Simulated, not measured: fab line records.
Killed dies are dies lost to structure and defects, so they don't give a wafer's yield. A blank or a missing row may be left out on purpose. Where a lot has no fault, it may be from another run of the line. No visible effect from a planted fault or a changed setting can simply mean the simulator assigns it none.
fab line records | flow nand_harc | part 2 of 2: steps 4 to 6 of 6
[record] lots = 23 wafers = 69 last_day = 25
route steps=1159 shown P_M0@266 P_M1@302 P_M2@329
lots that met no fault: taken from a fault-free run of the same line
start_h: the number of hours between the record's first day and the start of the first shown wafer of the lot | wait_h: hours from the lot's prior step to this one | " unchanged from the row above | L1.1+2: a row that stands for several wafers | - no value, or no start given | * or withheld: withheld | < > ~ a bound
route shown NAME@n: a module of which the file shows steps, and the number in the route of the first | usual: mean and standard deviation over wafers with no fault | same: alike in all rows | chamber/n: place in a boat | sites: the reading at each site | _std_site: their standard deviation | _edge_site: outer sites' mean less inner sites' | radius_mm: how far each site lies from the wafer's centre | mask NAME#n: copy n | behind: tool/chamber where the wafer was last shaped | hold: what put the lot on hold/how long, in hours/how the hold closed | device: the n, p or np transistor that did not switch | end of line: the same wafers' tests at the end of the route | a step with no rows: only its recipe | killed: dies lost to structure and defects at the first sort, not the wafer's yield | map: a wafer's dies, marking killed ones x, the rest . and places with no die _
set.NAME: the run value of the setting; set.NAME@STEP: its run value at that earlier step | model.NAME: the simulator's own value behind a step, which no gauge read
route steps across a sampled set of lots; one table per step, one row per wafer
services: from which hour (start_h, from the record's first day; less than 0 if before it) a tool's chamber was out of use, for how many hours, and why
[[steps]]
[step NHARC_P_M1_PRE_CLEAN_30]
[recipe] time_s = 30 temp_c = 280 gas = H2/He
[usual] heater_power_w = 396/25
// columns lot.wafer tool chamber start_h wait_h heater_power_w
L074.2 pvd_sputter-01 - - - 387
L074.4 " - " " 397
L074.5 " - " " 413
L075.2 pvd_sputter-03 - - - 413
L075.4 " - " " 363
L075.5 " - " " 418
L077.4 pvd_sputter-02 - - - 421
L077.1 " - " " 414
L077.6 " - " " 381
L076.2 pvd_sputter-01 - - - 392
L076.1 " - " " 386
L076.5 " - " " 450
L078.1 pvd_sputter-01 - - - 425
L078.3 " - " " 443
L078.5 " - " " 436
L079.4 pvd_sputter-03 - - - 405
L079.6 " - " " 366
L079.5 " - " " 392
L080.4 pvd_sputter-02 - - - 385
L080.3 " - " " 405
L080.5 " - " " 378
L082.3 pvd_sputter-03 - - - 389
L082.2 " - " " 367
L082.5 " - " " 410
L083.1 pvd_sputter-02 - - - 396
L083.3 " - " " 413
L083.2 " - " " 386
L081.2 pvd_sputter-03 - - - 374
L081.3 " - " " 358
L081.5 " - " " 419
L085.1 pvd_sputter-01 - - - 449
L085.2 " - " " 373
L085.6 " - " " 376
L084.3 pvd_sputter-02 - - - 412
L084.1 " - " " 382
L084.2 " - " " 411
L086.1 pvd_sputter-01 - - - 371
L086.3 " - " " 383
L086.6 " - " " 379
L088.2 pvd_sputter-02 - - - 415
L088.4 " - " " 395
L088.1 " - " " 403
L087.4 pvd_sputter-01 - - - 392
L087.3 " - " " 382
L087.5 " - " " 382
L089.2 pvd_sputter-03 - - - 388
L089.1 " - " " 400
L089.5 " - " " 419
L090.4 pvd_sputter-03 - - - 405
L090.2 " - " " 338
L090.3 " - " " 382
L091.1 pvd_sputter-03 - - - 398
L091.2 " - " " 338
L091.6 " - " " 405
L092.1 pvd_sputter-02 - - - 389
L092.3 " - " " 422
L092.5 " - " " 379
L093.3 pvd_sputter-02 - - - 373
L093.6 " - " " 392
L093.5 " - " " 419
L095.4 pvd_sputter-03 - - - 386
L095.2 " - " " 423
L095.5 " - " " 389
L096.4 pvd_sputter-03 - - - 366
L096.1 " - " " 393
L096.3 " - " " 348
L097.3 pvd_sputter-01 - - - 429
L097.4 " - " " 377
L097.6 " - " " 424
[step NHARC_P_M1_PVD_20]
[recipe] target_thk_a = 50 bias_v = 168.6 power_w = 15000 chamber_pressure_pa = 0.12 time_s = 8.06 substrate_temp_c = 50 material = TaN
[usual] throttle_valve_pct = 29.7/1.7
// columns lot.wafer tool chamber start_h wait_h throttle_valve_pct
L074.2 pvd_sputter-01 - - - 30.6
L074.4 " - " " 29.0
L074.5 " - " " 30.4
L075.4 pvd_sputter-03 - - - 32.4
L075.2 " - " " 29.8
L075.5 " - " " 32.6
L077.1 pvd_sputter-02 - - - 31.1
L077.4 " - " " 28.4
L077.6 " - " " 28.7
L076.2 pvd_sputter-01 - - - 29.0
L076.1 " - " " 30.5
L076.5 " - " " 30.6
L078.3 pvd_sputter-01 - - - 29.1
L078.1 " - " " 30.7
L078.5 " - " " 29.3
L079.4 pvd_sputter-03 - - - 32.8
L079.6 " - " " 29.9
L079.5 " - " " 26.2
L080.4 pvd_sputter-02 - - - 28.8
L080.3 " - " " 31.1
L080.5 " - " " 28.8
L082.3 pvd_sputter-03 - - - 31.1
L082.2 " - " " 32.7
L082.5 " - " " 32.4
L083.2 pvd_sputter-02 - - - 28.8
L083.3 " - " " 28.9
L083.1 " - " " 28.8
L081.3 pvd_sputter-03 - - - 32.3
L081.2 " - " " 29.7
L081.5 " - " " 32.9
L085.1 pvd_sputter-01 - - - 29.5
L085.2 " - " " 30.3
L085.6 " - " " 29.3
L084.2 pvd_sputter-02 - - - 29.0
L084.3 " - " " 28.9
L084.1 " - " " 30.9
L086.3 pvd_sputter-01 - - - 30.0
L086.1 " - " " 29.3
L086.6 " - " " 29.9
L088.4 pvd_sputter-02 - - - 28.4
L088.1 " - " " 28.8
L088.2 " - " " 30.9
L087.3 pvd_sputter-01 - - - 30.0
L087.4 " - " " 29.1
L087.5 " - " " 30.5
L089.1 pvd_sputter-03 - - - 32.7
L089.2 " - " " 31.0
L089.5 " - " " 32.6
L090.4 pvd_sputter-03 - - - 32.9
L090.3 " - " " 29.9
L090.2 " - " " 25.9
L091.2 pvd_sputter-03 - - - 33.0
L091.1 " - " " 29.9
L091.6 " - " " 31.2
L092.3 pvd_sputter-02 - - - 30.4
L092.1 " - " " 28.0
L092.5 " - " " 30.3
L093.3 pvd_sputter-02 - - - 28.3
L093.5 " - " " 28.4
L093.6 " - " " 30.6
L095.2 pvd_sputter-03 - - - 25.9
L095.4 " - " " 31.0
L095.5 " - " " 31.1
L096.4 pvd_sputter-03 - - - 31.0
L096.1 " - " " 32.6
L096.3 " - " " 30.1
L097.3 pvd_sputter-01 - - - 28.5
L097.4 " - " " 30.0
L097.6 " - " " 28.7
[step NHARC_P_M2_OVL_MEAS_10]
[recipe] pitch_nm = 340
[usual] overlay_x_nm = -0.1/0.84 overlay_y_nm = 0.1/0.73
// columns lot.wafer tool chamber start_h wait_h overlay_x_nm overlay_y_nm
L074.2 overlay-02 - 123.07 - -0.1 0.6
L074.4 " - " " 0.3 0.2
L074.5 " - " " -0.2 0.0
L075.2 overlay-02 - 124.08 - -0.1 0.0
L075.4 " - " " -0.3 -0.1
L075.5 " - " " 0.1 0.0
L077.1 overlay-02 - 134.51 - 1.3 0.1
L077.4 " - " " 0.9 0.1
L077.6 " - " " 0.5 -0.4
L076.1 overlay-01 - 138.56 - 1.7 1.3
L076.2 " - " " 0.3 1.5
L076.5 " - " " 1.3 0.5
L078.1 overlay-01 - 147.48 - -0.3 -0.2
L078.3 " - " " -0.7 0.5
L078.5 " - " " -0.6 0.6
L079.4 overlay-02 - 158.33 - -0.4 -0.4
L079.5 " - " " -0.3 -0.1
L079.6 " - " " -0.6 -0.5
L080.3 overlay-02 - 161.42 - -0.7 0.7
L080.4 " - " " -0.8 0.6
L080.5 " - " " -0.7 1.2
L082.2 overlay-01 - 169.07 - -0.1 -0.3
L082.3 " - " " -0.1 -0.1
L082.5 " - " " 0.1 -0.2
L083.1 overlay-02 - 169.41 - -0.8 0.1
L083.2 " - " " -0.9 0.4
L083.3 " - " " -0.4 -0.1
L081.2 overlay-02 - 169.56 - -0.7 -0.4
L081.3 " - " " -0.6 -0.5
L081.5 " - " " -0.7 -0.5
L085.1 overlay-02 - 186.14 - 1.9 0.4
L085.2 " - " " 1.2 0.1
L085.6 " - " " 1.2 0.2
L084.1 overlay-02 - 186.58 - -1.1 -0.2
L084.2 " - " " -1.1 -0.2
L084.3 " - " " -1.5 -0.4
L086.1 overlay-01 - 207.91 - -1.0 0.9
L086.3 " - " " -0.6 0.5
L086.6 " - " " -1.0 1.1
L088.1 overlay-02 - 208.64 - -0.2 -1.4
L088.2 " - " " -0.4 -1.2
L088.4 " - " " -0.5 -1.5
L087.3 overlay-01 - 209.11 - 0.8 0.2
L087.4 " - " " 0.7 -0.1
L087.5 " - " " 0.9 0.1
L089.1 overlay-02 - 218.56 - -1.0 1.5
L089.2 " - " " -0.7 1.6
L089.5 " - " " -0.4 1.3
L090.2 overlay-02 - 219.23 - -0.9 -0.7
L090.3 " - " " -0.4 -1.1
L090.4 " - " " -0.7 -0.6
L091.1 overlay-02 - 233.54 - 1.4 -1.1
L091.2 " - " " 0.9 -1.1
L091.6 " - " " 0.9 -1.4
L092.1 overlay-01 - 234.28 - -0.1 1.3
L092.3 " - " " -0.1 1.3
L092.5 " - " " -0.4 1.5
L093.3 overlay-01 - 235.85 - 1.0 0.7
L093.5 " - " " 0.7 0.2
L093.6 " - " " 1.3 0.9
L095.2 overlay-01 - 252.54 - 0.7 -1.2
L095.4 " - " " 0.7 -0.9
L095.5 " - " " 0.5 -1.1
L096.1 overlay-01 - 253.24 - -0.8 -0.1
L096.3 " - " " -1.1 0.1
L096.4 " - " " -0.9 0.1
L097.3 overlay-02 - 276.46 - -0.2 -0.4
L097.4 " - " " -0.4 0.0
L097.6 " - " " -0.4 -0.4
[[services]]
// columns tool chamber start_h hours kind
pvd_sputter-03 - 102.00 10.0 pm
rie_diel-01 1 107.02 6.3 repair
rie_diel-09 0 110.62 - clean
rie_diel-04 - 112.21 9.0 pm
rie_diel-01 1 115.92 8.4 repair
rie_diel-04 2 127.93 14.5 repair
rie_diel-01 - 138.11 9.0 pm
rie_diel-02 - 150.79 9.0 pm
rie_diel-04 - 151.19 0.1 repair
pvd_sputter-01 - 158.00 10.0 pm
rie_diel-07 1 160.05 3.6 repair
rie_diel-05 - 163.60 9.0 pm
rie_diel-09 2 181.93 8.8 repair
rie_diel-01 3 188.51 1.5 repair
rie_diel-07 2 204.77 2.1 repair
pvd_sputter-02 - 214.00 10.0 pm
rie_diel-09 0 217.68 3.2 repair
rie_diel-09 0 226.98 2.1 repair
rie_diel-07 - 228.20 9.0 pm
rie_diel-09 - 254.12 9.0 pm
rie_diel-05 3 255.04 18.0 repair
rie_diel-07 3 256.00 18.3 repair
pvd_sputter-02 - 259.86 11.5 repair
pvd_sputter-01 - 265.69 5.6 repair
